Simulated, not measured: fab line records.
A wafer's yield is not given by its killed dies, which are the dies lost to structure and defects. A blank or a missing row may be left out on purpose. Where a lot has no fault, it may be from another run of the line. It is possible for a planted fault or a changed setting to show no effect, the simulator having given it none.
What tool caused it? | flow n5Finfet | Sampling: 24 lots, 72 wafers, 6 of 1938 route steps

## WHAT EACH GAUGE READ, for each wafer
N5_WELL_APT_INSPECT_38: inspects for defects (darkfield).
lot  | measured    | on               | rawDefectCount
L074 | day 1 16:53 | defectInspect-01 | 8 13 21
L075 | day 2 00:23 | defectInspect-02 | 19 14 7
L076 | day 2 05:34 | defectInspect-02 | 20 13 14
L077 | day 2 10:41 | defectInspect-02 | 10 7 13
L078 | day 2 16:41 | defectInspect-02 | 17 18 4
L079 | day 2 22:28 | defectInspect-01 | 20 19 14
L080 | day 3 04:40 | defectInspect-02 | 15 14 9
L081 | day 3 11:05 | defectInspect-02 | 13 20 20
L082 | day 3 16:41 | defectInspect-01 | 19 22 8
L083 | day 4 00:00 | defectInspect-02 | 17 18 9
L084 | day 4 04:46 | defectInspect-02 | 12 8 20
L085 | day 4 10:46 | defectInspect-02 | 10 19 23
L086 | day 4 17:10 | defectInspect-02 | 18 18 24
L087 | day 4 22:52 | defectInspect-02 | 22 18 19
L088 | day 5 04:52 | defectInspect-02 | 13 8 18
L089 | day 5 10:47 | defectInspect-02 | 14 9 17
L090 | day 5 16:58 | defectInspect-02 | 15 10 9
L091 | day 5 22:47 | defectInspect-01 | 16 12 12
L092 | day 6 05:08 | defectInspect-02 | 15 12 20
L093 | day 6 10:50 | defectInspect-02 | 20 17 30
L094 | day 6 16:38 | defectInspect-01 | 9 20 10
L095 | day 6 23:18 | defectInspect-02 | 10 4 23
L096 | day 7 04:50 | defectInspect-01 | 14 16 12
L097 | day 7 11:14 | defectInspect-01 | 23 10 6

N5_PMOS_HMC_CHANNEL_EPI_OVL_MEAS_10.
lot  | measured    | on         | PMOS_HMC_BLK_OVL (nm)
L074 | day 1 17:22 | overlay-01 | 0.3 -0.2 0.0
L075 | day 2 00:52 | overlay-01 | 0.6 0.9 0.8
L076 | day 2 06:02 | overlay-02 | -0.6 -0.2 0.0
L077 | day 2 11:02 | overlay-01 | -0.4 0.6 -0.4
L078 | day 2 17:09 | overlay-02 | -0.8 -1.2 0.0
L079 | day 2 22:56 | overlay-01 | -0.3 -1.5 -0.2
L080 | day 3 05:01 | overlay-02 | -0.1 -0.7 -1.0
L081 | day 3 11:26 | overlay-01 | 0.9 0.6 -0.1
L082 | day 3 17:02 | overlay-01 | 0.4 -0.9 -0.5
L083 | day 4 00:28 | overlay-01 | 0.5 -1.0 0.3
L084 | day 4 05:15 | overlay-02 | -0.2 -0.1 -1.0
L085 | day 4 11:17 | overlay-01 | -1.2 -0.4 -1.6
L086 | day 4 17:38 | overlay-01 | -0.1 0.6 -0.5
L087 | day 4 23:20 | overlay-02 | 0.6 -1.0 -1.6
L088 | day 5 05:13 | overlay-01 | -0.2 -1.2 -0.8
L089 | day 5 11:15 | overlay-02 | -0.8 -1.2 -0.9
L090 | day 5 17:26 | overlay-01 | 1.1 0.3 0.3
L091 | day 5 23:08 | overlay-02 | 1.0 0.1 0.7
L092 | day 6 05:37 | overlay-02 | -0.3 -1.7 0.5
L093 | day 6 11:20 | overlay-01 | -0.1 -0.2 -0.1
L094 | day 6 17:07 | overlay-02 | -0.4 0.1 -1.3
L095 | day 6 23:41 | overlay-01 | 0.3 1.5 0.2
L096 | day 7 05:19 | overlay-02 | -0.2 -0.1 0.6
L097 | day 7 11:44 | overlay-01 | 0.1 0.7 -1.0

N5_PMOS_HMC_CHANNEL_EPI_THK_MEAS_22.
lot  | measured    | on           | HMC_CMP_THK (nm)
L074 | day 1 21:04 | filmMetro-02 | 53.4 54.9 52.8
L075 | day 2 04:11 | filmMetro-01 | 54.3 54.3 54.5
L076 | day 2 08:46 | filmMetro-02 | 54.1 53.7 54.4
L077 | day 2 13:22 | filmMetro-02 | 55.1 54.9 55.1
L078 | day 2 19:29 | filmMetro-01 | 53.5 54.8 53.9
L079 | day 3 01:18 | filmMetro-02 | 53.9 54.0 54.5
L080 | day 3 07:20 | filmMetro-01 | 53.5 53.6 54.7
L081 | day 3 13:44 | filmMetro-02 | 53.7 54.7 54.4
L082 | day 3 19:23 | filmMetro-01 | 53.7 55.2 54.3
L083 | day 4 02:47 | filmMetro-01 | 53.9 55.0 53.8
L084 | day 4 07:38 | filmMetro-02 | 53.3 54.3 53.0
L085 | day 4 13:37 | filmMetro-01 | 53.2 54.0 53.6
L086 | day 4 19:58 | filmMetro-02 | 53.1 53.5 53.6
L087 | day 5 01:39 | filmMetro-01 | 54.9 54.7 54.3
L088 | day 5 07:33 | filmMetro-01 | 54.2 54.5 54.0
L089 | day 5 13:38 | filmMetro-01 | 54.7 54.6 54.6
L090 | day 5 19:45 | filmMetro-02 | 53.9 54.0 54.1
L091 | day 6 01:27 | filmMetro-02 | 53.6 53.9 53.5
L092 | day 6 07:56 | filmMetro-01 | 54.1 55.0 54.4
L093 | day 6 13:49 | filmMetro-01 | 53.3 53.5 53.8
L094 | day 6 19:26 | filmMetro-02 | 54.0 55.0 54.3
L095 | day 7 02:00 | filmMetro-02 | 53.6 54.0 55.2
L096 | day 7 07:38 | filmMetro-02 | 54.0 54.4 53.7
L097 | day 7 14:03 | filmMetro-02 | 53.7 53.5 52.8

N5_FIN_SAQP_INSPECT_18: inspects for defects (brightfield).
lot  | measured    | on               | rawDefectCount
L074 | day 1 22:58 | defectInspect-01 | 344 256 267
L075 | day 2 06:04 | defectInspect-01 | 327 529 395
L076 | day 2 10:34 | defectInspect-02 | 522 473 373
L077 | day 2 15:15 | defectInspect-01 | 388 273 211
L078 | day 2 21:29 | defectInspect-01 | 425 328 420
L079 | day 3 03:27 | defectInspect-02 | 478 338 361
L080 | day 3 09:37 | defectInspect-02 | 329 261 245
L081 | day 3 15:44 | defectInspect-01 | 709 421 568
L082 | day 3 21:17 | defectInspect-02 | 408 490 303
L083 | day 4 04:49 | defectInspect-02 | 448 554 426
L084 | day 4 09:35 | defectInspect-02 | 285 321 337
L085 | day 4 15:37 | defectInspect-02 | 330 358 358
L086 | day 4 21:51 | defectInspect-01 | 448 403 548
L087 | day 5 03:41 | defectInspect-02 | 485 489 383
L088 | day 5 09:24 | defectInspect-02 | 347 345 264
L089 | day 5 15:32 | defectInspect-01 | 434 344 446
L090 | day 5 21:46 | defectInspect-01 | 368 334 341
L091 | day 6 03:11 | defectInspect-02 | 370 472 347
L092 | day 6 09:55 | defectInspect-01 | 300 412 427
L093 | day 6 15:53 | defectInspect-02 | 421 263 304
L094 | day 6 22:58 | defectInspect-02 | 452 269 505
L095 | day 7 07:08 | defectInspect-01 | 409 438 593
L096 | day 7 09:59 | defectInspect-01 | 426 425 473
L097 | day 7 16:25 | defectInspect-02 | 645 311 486

## WHICH TOOL RAN EACH LOT (tool, then ch and the chambers of the sampled wafers, then the start)
lot  | N5_PMOS_HMC_CHANNEL_EPI_STRIP_33 | N5_PMOS_HMC_CHANNEL_EPI_EPI_26
L074 | rieDiel-02 ch 1,3, day 1 18:56   | epiRpcvd-03 ch 0, day 1 21:14
L075 | rieDiel-02 ch 1,2,3, day 2 01:38 | epiRpcvd-04 ch 0, day 2 04:20
L076 | rieDiel-02 ch 1,2,3, day 2 06:13 | epiRpcvd-02 ch 0, day 2 08:52
L077 | rieDiel-02 ch 0,2,3, day 2 11:14 | epiRpcvd-04 ch 0, day 2 13:28
L078 | rieDiel-02 ch 0,1,2, day 2 17:20 | epiRpcvd-04 ch 0, day 2 19:37
L079 | rieDiel-05 ch 2,3, day 2 23:08   | epiRpcvd-02 ch 0, day 3 01:31
L080 | rieDiel-03 ch 0,1, day 3 05:12   | epiRpcvd-02 ch 0, day 3 07:33
L081 | rieDiel-05 ch 0,3, day 3 11:37   | epiRpcvd-03 ch 0, day 3 13:51
L082 | rieDiel-05 ch 0,1,2, day 3 17:14 | epiRpcvd-02 ch 0, day 3 19:30
L083 | rieDiel-03 ch 0,3, day 4 00:40   | epiRpcvd-03 ch 0, day 4 02:54
L084 | rieDiel-05 ch 1,2,3, day 4 05:26 | epiRpcvd-03 ch 0, day 4 07:44
L085 | rieDiel-05 ch 0,2, day 4 11:29   | epiRpcvd-03 ch 0, day 4 13:46
L086 | rieDiel-05 ch 0,1, day 4 17:50   | epiRpcvd-02 ch 0, day 4 20:04
L087 | rieDiel-05 ch 1,2, day 4 23:31   | epiRpcvd-03 ch 0, day 5 01:49
L088 | rieDiel-02 ch 0,1,3, day 5 05:25 | epiRpcvd-02 ch 0, day 5 07:43
L089 | rieDiel-02 ch 0,3, day 5 11:31   | epiRpcvd-03 ch 0, day 5 13:48
L090 | rieDiel-03 ch 0,3, day 5 17:37   | epiRpcvd-02 ch 0, day 5 19:52
L091 | rieDiel-02 ch 2,3, day 5 23:19   | epiRpcvd-04 ch 0, day 6 01:34
L092 | rieDiel-03 ch 2,3, day 6 05:48   | epiRpcvd-03 ch 0, day 6 08:02
L093 | rieDiel-05 ch 0,1, day 6 11:41   | epiRpcvd-02 ch 0, day 6 13:55
L094 | rieDiel-03 ch 0,1,2, day 6 17:19 | epiRpcvd-03 ch 0, day 6 19:32
L095 | rieDiel-02 ch 0,1,2, day 6 23:53 | epiRpcvd-03 ch 0, day 7 02:07
L096 | rieDiel-03 ch 0,1,2, day 7 05:31 | epiRpcvd-02 ch 0, day 7 07:45
L097 | rieDiel-03 ch 0,1, day 7 11:55   | epiRpcvd-04 ch 0, day 7 14:21
- N5_PMOS_HMC_CHANNEL_EPI_STRIP_33: strips in N2/H2.
- N5_PMOS_HMC_CHANNEL_EPI_EPI_26: deposits Si from SiH4/H2, target thk 3.8 nm, time 22.7 s.

## WHAT THE TOOLS THEMSELVES READ (means of the sampled wafers that have a number; where no wafer has one, the mark that the record gives instead)
N5_PMOS_HMC_CHANNEL_EPI_STRIP_33.
lot  | tool       | drypumpMotorCurrentA (A) | oesProductAu (a.u.) | rfVppV (V) | showerheadPlenumPTorr (Torr) | throttleValvePct (%)
L074 | rieDiel-02 | 5.7                      | 0.79                | 54.9       | 3.25                         | 19.17
L075 | rieDiel-02 | 5.9                      | 0.85                | 53.7       | 3.26                         | 19.10
L076 | rieDiel-02 | 5.9                      | 0.83                | 54.3       | 3.26                         | 19.08
L077 | rieDiel-02 | 5.6                      | 0.80                | 52.9       | 3.33                         | 19.12
L078 | rieDiel-02 | 5.5                      | 0.80                | 53.2       | 3.33                         | 19.15
L079 | rieDiel-05 | 6.3                      | 0.75                | 54.2       | 3.35                         | 19.06
L080 | rieDiel-03 | 5.9                      | 0.83                | 54.1       | 3.49                         | 19.40
L081 | rieDiel-05 | 6.2                      | 0.77                | 54.4       | 3.35                         | 19.07
L082 | rieDiel-05 | 5.8                      | 0.79                | 54.5       | 3.36                         | 18.92
L083 | rieDiel-03 | 5.7                      | 0.78                | 52.4       | 3.52                         | 19.02
L084 | rieDiel-05 | 6.0                      | 0.80                | 54.3       | 3.37                         | 18.97
L085 | rieDiel-05 | 6.1                      | 0.69                | 54.6       | 3.32                         | 18.99
L086 | rieDiel-05 | 5.5                      | 0.86                | 53.4       | 3.40                         | 18.87
L087 | rieDiel-05 | 5.9                      | 0.77                | 53.9       | 3.35                         | 18.93
L088 | rieDiel-02 | 5.4                      | 0.74                | 53.0       | 3.30                         | 19.26
L089 | rieDiel-02 | 5.2                      | 0.71                | 55.3       | 3.37                         | 19.29
L090 | rieDiel-03 | 5.6                      | 0.77                | 55.5       | 3.51                         | 19.02
L091 | rieDiel-02 | 6.0                      | 0.84                | 54.5       | 3.26                         | 19.02
L092 | rieDiel-03 | 5.5                      | 0.73                | 53.9       | 3.40                         | 18.89
L093 | rieDiel-05 | 5.5                      | 0.84                | 53.5       | 3.39                         | 18.87
L094 | rieDiel-03 | 5.8                      | 0.76                | 54.0       | 3.37                         | 19.28
L095 | rieDiel-02 | 5.5                      | 0.77                | 54.1       | 3.32                         | 19.20
L096 | rieDiel-03 | 5.8                      | 0.75                | 53.6       | 3.37                         | 19.30
L097 | rieDiel-03 | 5.9                      | 0.80                | 53.8       | 3.47                         | 19.45

N5_PMOS_HMC_CHANNEL_EPI_EPI_26.
lot  | tool        | throttleValvePct (%)
L074 | epiRpcvd-03 | 11.43
L075 | epiRpcvd-04 | 11.66
L076 | epiRpcvd-02 | 11.93
L077 | epiRpcvd-04 | 11.52
L078 | epiRpcvd-04 | 11.52
L079 | epiRpcvd-02 | 11.92
L080 | epiRpcvd-02 | 11.95
L081 | epiRpcvd-03 | 11.50
L082 | epiRpcvd-02 | 11.82
L083 | epiRpcvd-03 | 11.46
L084 | epiRpcvd-03 | 11.38
L085 | epiRpcvd-03 | 11.43
L086 | epiRpcvd-02 | 12.00
L087 | epiRpcvd-03 | 11.37
L088 | epiRpcvd-02 | 12.01
L089 | epiRpcvd-03 | 11.44
L090 | epiRpcvd-02 | 11.93
L091 | epiRpcvd-04 | 11.72
L092 | epiRpcvd-03 | 11.55
L093 | epiRpcvd-02 | 11.79
L094 | epiRpcvd-03 | 11.39
L095 | epiRpcvd-03 | 11.53
L096 | epiRpcvd-02 | 11.98
L097 | epiRpcvd-04 | 11.62

## THE ANSWER, worked out from the rows above alone
Rule: usual is defined by the lots themselves. Put in order of their means at a reading, lots are off if they are a third of the lots or fewer, leave a main group of 4 or more, and stand apart from it by a gap of 3 or more times the standard deviation of the main group's means; of several such gaps the widest counts. If all means in a main group match to the digits the tables above print for the reading, that group is not used. A lot without any number at a reading at which 4 lots or more have one is off too. Where the step has rows for the other lots, those lots are counted as sound. The gauges are gone through in route order, then the tools' own readings, and for those a lot's mean is taken as printed above. The first step at which some lot is off is used, and at that step the reading that is off furthest; a lot without a number counts as furthest.
No lot is off on any of the readings shown, so nothing can be concluded from this.

## WHAT THE SIMULATOR HAD INSERTED
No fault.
